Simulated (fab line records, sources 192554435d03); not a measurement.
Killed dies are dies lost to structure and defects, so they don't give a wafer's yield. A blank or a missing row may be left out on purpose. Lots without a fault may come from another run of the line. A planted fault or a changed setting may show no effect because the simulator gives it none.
Which tool did it? | flow n5_finfet | 10 lots, 29 wafers sampled, at 2 steps of a route of 1938

WHAT THE GAUGES READ, wafer by wafer
N5_BEOL_M0_CUTY_CD_MEAS_57: target cd 200 nm.
lot  | measured     | on        | cd_nm (nm)
L927 | day 5 16:04  | cd_sem-02 | 200.1 200.6
L929 | day 6 04:24  | cd_sem-03 | 200.4 200.6 200.6
L931 | day 6 18:32  | cd_sem-01 | 200.6 200.9 200.2
L934 | day 7 13:28  | cd_sem-03 | 201.0 201.5 200.6
L933 | day 7 18:49  | cd_sem-01 | 199.8 199.8 201.1
L935 | day 7 23:23  | cd_sem-03 | 199.2 200.7 200.1
L937 | day 8 10:15  | cd_sem-03 | 200.1 199.2 201.2
L938 | day 8 18:25  | cd_sem-02 | 200.9 201.0 199.0
L944 | day 10 01:48 | cd_sem-02 | 146.2 187.6 148.5
L950 | day 11 14:17 | cd_sem-02 | 202.6 200.9 202.6

WHICH TOOL RAN EACH LOT (tool, then ch and the chambers of the sampled wafers, then the start)
lot  | N5_BEOL_M0_CUTY_EXPOSE_54
L927 | arfi_scanner-01 ch 0, day 5 15:58
L929 | arfi_scanner-01 ch 0, day 6 04:17
L931 | arfi_scanner-01 ch 0, day 6 18:25
L934 | arfi_scanner-01 ch 0, day 7 13:20
L933 | arfi_scanner-02 ch 0, day 7 18:42
L935 | arfi_scanner-03 ch 0, day 7 23:16
L937 | arfi_scanner-01 ch 0, day 8 10:08
L938 | arfi_scanner-02 ch 0, day 8 18:17
L944 | arfi_scanner-02 ch 0, day 10 01:41
L950 | arfi_scanner-01 ch 0, day 11 14:10
- N5_BEOL_M0_CUTY_EXPOSE_54: exposes mask M0 ABLK.

THE ANSWER, worked out from the rows above alone
Rule: what is usual is taken from the lots themselves. Put in order of their means at a reading, lots are off if they are a third of the lots or fewer, leave a main group of 4 or more, and stand apart from it by a gap of 3 or more times the standard deviation of the main group's means; of several such gaps the widest counts. A main group whose means are all the same, to the digits that the tables above print for the reading, isn't used. A lot without any number at a reading at which 4 lots or more have one is off too. The other lots that the step has rows for count as sound.
Off: L944, at N5_BEOL_M0_CUTY_CD_MEAS_57 (cd_nm). The main group: mean 200.6 nm, standard deviation 0.58.
A tool fits if, at a process step before that reading, it ran every lot that is off, and no sound lot after the first of them. The gauges at N5_BEOL_M0_CUTY_CD_MEAS_57 are tried like those tools. One fits: arfi_scanner-02 at N5_BEOL_M0_CUTY_EXPOSE_54. Its last sound lot is L938 (day 8 18:17), its first lot that is off L944 (day 10 01:41): a fault that began between those two fits.

WHAT THE SIMULATOR HAD PUT IN
Process parameter drift: arfi_scanner-02, from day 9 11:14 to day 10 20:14, at N5_BEOL_M0_CUTY_EXPOSE_54. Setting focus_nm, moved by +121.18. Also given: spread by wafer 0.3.
Lots struck among those shown: L944. The rule above found the same.
